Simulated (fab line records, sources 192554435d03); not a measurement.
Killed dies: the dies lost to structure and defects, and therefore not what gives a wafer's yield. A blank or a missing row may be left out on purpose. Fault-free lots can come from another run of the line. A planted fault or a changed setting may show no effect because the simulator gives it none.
Which tool was responsible?	flow n5Finfet	32 wafers from 11 lots sampled at 2 of the route's 1938 steps

WHAT THE GAUGES READ, wafer by wafer
N5_ZERO_LAYER_CD_MEAS_11: the cd target is 2000 nm.
lot	measured	on	cdNm (nm)
L393	day 1 18:39	cdSem-01	2003.9 2001.1 1996.9
L395	day 2 06:38	cdSem-02	1997.5 2004.4
L397	day 2 18:47	cdSem-02	2003.5 2004.9 2002.3
L400	day 3 12:38	cdSem-01	1995.1 1997.1 1999.6
L403	day 4 06:46	cdSem-01	1998.2 1999.4 2002.2
L404	day 4 12:38	cdSem-02	1998.6 1997.9 2001.1
L406	day 5 00:47	cdSem-01	2001.6 2002.3 2004.6
L407	day 5 06:40	cdSem-01	2003.2 2000.2 2000.0
L413	day 6 18:39	cdSem-03	2026.5 1999.6 2025.4
L414	day 7 00:39	cdSem-03	2024.9 1998.2 2025.9
L415	day 7 06:38	cdSem-02	2026.6 2003.5 2021.4

WHAT TOOL EACH LOT RAN ON (gives the tool, then ch and the chambers of the sampled wafers, and finally the start)
lot	N5_ZERO_LAYER_EXPOSE_08
L393	krfScanner-02 ch 0, day 1 18:29
L395	krfScanner-02 ch 0, day 2 06:28
L397	krfScanner-01 ch 0, day 2 18:37
L400	krfScanner-01 ch 0, day 3 12:28
L403	krfScanner-01 ch 0, day 4 06:35
L404	krfScanner-01 ch 0, day 4 12:28
L406	krfScanner-02 ch 0, day 5 00:37
L407	krfScanner-02 ch 0, day 5 06:30
L413	krfScanner-02 ch 0, day 6 18:28
L414	krfScanner-02 ch 0, day 7 00:29
L415	krfScanner-02 ch 0, day 7 06:28
- N5_ZERO_LAYER_EXPOSE_08: exposes mask ZERO, defocus 0 nm, target cd 2000 nm.

THE ANSWER, worked out from the rows above alone
Rule: the usual values come from the lots themselves. Put in order of their means at a reading, lots are off if they are a third of the lots or fewer, leave a main group of 4 or more, and stand apart from it by a gap of 3 or more times the standard deviation of the main group's means; of several such gaps the widest counts. A main group is skipped when, at the precision printed for the reading in the tables above, its means are all equal. A lot without any number at a reading at which 4 lots or more have one is off too. Any other lot the step has rows for is counted as sound.
Off: L413, L414, L415, at N5_ZERO_LAYER_CD_MEAS_11 (cdNm). For the main group the mean is 2000.7 nm and the standard deviation 1.9.
A tool fits if, at a process step before that reading, it ran every lot that is off, and no sound lot after the first of them. The gauges at N5_ZERO_LAYER_CD_MEAS_11 are tried like those tools. One fits: krfScanner-02 at N5_ZERO_LAYER_EXPOSE_08. Its last sound lot is L407 (day 5 06:30), its first lot that is off L413 (day 6 18:28): a fault that began between those two fits.

WHAT WAS PUT IN BY THE SIMULATOR
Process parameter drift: krfScanner-02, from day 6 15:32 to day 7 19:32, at N5_ZERO_LAYER_EXPOSE_08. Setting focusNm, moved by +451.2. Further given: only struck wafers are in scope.
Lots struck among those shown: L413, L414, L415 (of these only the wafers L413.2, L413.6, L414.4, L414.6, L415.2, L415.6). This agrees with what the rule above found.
